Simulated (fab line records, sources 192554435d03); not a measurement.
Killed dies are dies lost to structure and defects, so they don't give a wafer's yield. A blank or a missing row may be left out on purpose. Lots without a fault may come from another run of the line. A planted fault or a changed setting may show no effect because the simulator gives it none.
Split-lot experiment | flow n5_finfet | 7 lots, 21 wafers read, on a route of 1938 steps

THE SPLIT
At N5_SD_EPI_N_PEB_07 (peb time 60 s), the setting peb_temp_c was moved away from the recipe's 110 C on 7 of the 21 wafers read, by -2.8% to +2.5%. The other wafers ran this setting at the recipe's value.

FROM THE SPLIT TO THE READING: what the file shows between them, 1 step
- N5_SD_EPI_N_DEVELOP_08: develop time 30 s

THE READING
cd_nm, in nm, at N5_SD_EPI_N_CD_MEAS_09 (target cd 120 nm). Fault-free wafers of this fab line usually give 119.6 nm, standard deviation 0.75 nm.

wafer  | tool, chamber at the split | peb_temp_c as run, C | against the recipe | cd_nm, nm | against lot-mates on the recipe
L074.2 | litho_track-04, 0          | 110                  | recipe             | 120.3     | -
L074.3 | litho_track-04, 0          | 108.7                | -1.2%              | 117.3     | -2.4
L074.5 | litho_track-04, 0          | 110                  | recipe             | 119.1     | -
L078.2 | litho_track-05, 0          | 110                  | recipe             | 119.5     | -
L078.4 | litho_track-05, 0          | 110                  | recipe             | 119.7     | -
L078.5 | litho_track-05, 0          | 110                  | recipe             | 120.0     | -
L082.1 | litho_track-05, 0          | 110                  | recipe             | 120.0     | -
L082.3 | litho_track-05, 0          | 107.8                | -2.0%              | 113.4     | -6.7
L082.5 | litho_track-05, 0          | 110                  | recipe             | 120.2     | -
L088.3 | litho_track-04, 0          | 108.5                | -1.4%              | 116.6     | -3.2
L088.4 | litho_track-04, 0          | 110                  | recipe             | 119.5     | -
L088.6 | litho_track-04, 0          | 110                  | recipe             | 120.0     | -
L094.1 | litho_track-05, 0          | 112.8                | +2.5%              | 125.7     | +5.7
L094.5 | litho_track-05, 0          | 112.8                | +2.5%              | 126.5     | +6.5
L094.6 | litho_track-05, 0          | 110                  | recipe             | 120.0     | -
L095.1 | litho_track-03, 0          | 110                  | recipe             | 118.0     | -
L095.2 | litho_track-03, 0          | 110                  | recipe             | 118.8     | -
L095.4 | litho_track-03, 0          | 110                  | recipe             | 119.9     | -
L096.4 | litho_track-05, 0          | 106.9                | -2.8%              | 112.2     | -8.2
L096.5 | litho_track-05, 0          | 110                  | recipe             | 120.4     | -
L096.6 | litho_track-05, 0          | 106.9                | -2.8%              | 111.7     | -8.7

THE FIT
A straight line over all 21 wafers: cd_nm changes by +2.65 nm for each +1% of peb_temp_c; r = +0.98; the points scatter about the line by 0.66 nm.
The same after taking each lot's own level away (the mean of its wafers on the recipe; 21 wafers): +2.73 nm for each +1%; r = +0.99; scatter 0.65 nm.
On that fit, the largest move of peb_temp_c shifts the reading by 7.7 nm.
The lots' own levels span 118.90 to 120.40 nm, that is 2.0 times the standard deviation above.
So the lot-to-lot level changes the slope little: the two slopes agree.
Check: with one of the wafers moved furthest among these (-2.8%) left out of the fit, the line predicts -7.72 nm for it against its lot-mates. It came out at -8.2 nm against them.

OTHER SPLITS ON THESE WAFERS
These wafers also went through other splits before the reading. Each is held against what the fit with the lots' levels taken away leaves over:
other split on the same wafers         | wafers away from the commonest value | r with cd_nm (lot level and that fit taken away)
N5_PMOS_HMC_CHANNEL_EPI_ETCH_32 bias_w | 4                                    | -0.02
N5_FIN_SAQP_SPACER1_ALD_24 ald_cycles  | 7                                    | +0.20
N5_SD_EPI_N_COAT_33 spin_rpm           | 9                                    | -0.04

THE WHOLE CHAIN: every reading that the file lists as answering this split, in the file's order
step                   | what it does                                           | reading                                                         | change (the file's fit)              | r (the file's)
N5_SD_EPI_N_CD_MEAS_09 | target cd 120 nm                                       | cd_nm                                                           | +2.75 nm for each +1% of the setting | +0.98
N5_SD_EPI_N_DESCUM_14  | chemistry O2, time 7.9 s                               | SD_EPI_N.cd_nm (the simulator's own value, which no gauge read) | +2.79 nm for each +1% of the setting | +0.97
N5_SD_EPI_N_ETCH_34    | etches SiARC in CF4, target depth 45.5 nm, time 75.8 s | SD_EPI_N.cd_nm (the simulator's own value, which no gauge read) | +2.71 nm for each +1% of the setting | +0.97
N5_SD_EPI_N_ETCH_35    | etches SOC in N2/H2, overetch 108 nm, time 486 s       | SD_EPI_N.cd_nm (the simulator's own value, which no gauge read) | +3.03 nm for each +1% of the setting | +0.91

THE FILE'S OWN FIT
cd_nm changes by +2.75 nm for each +1% of peb_temp_c, r = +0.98.
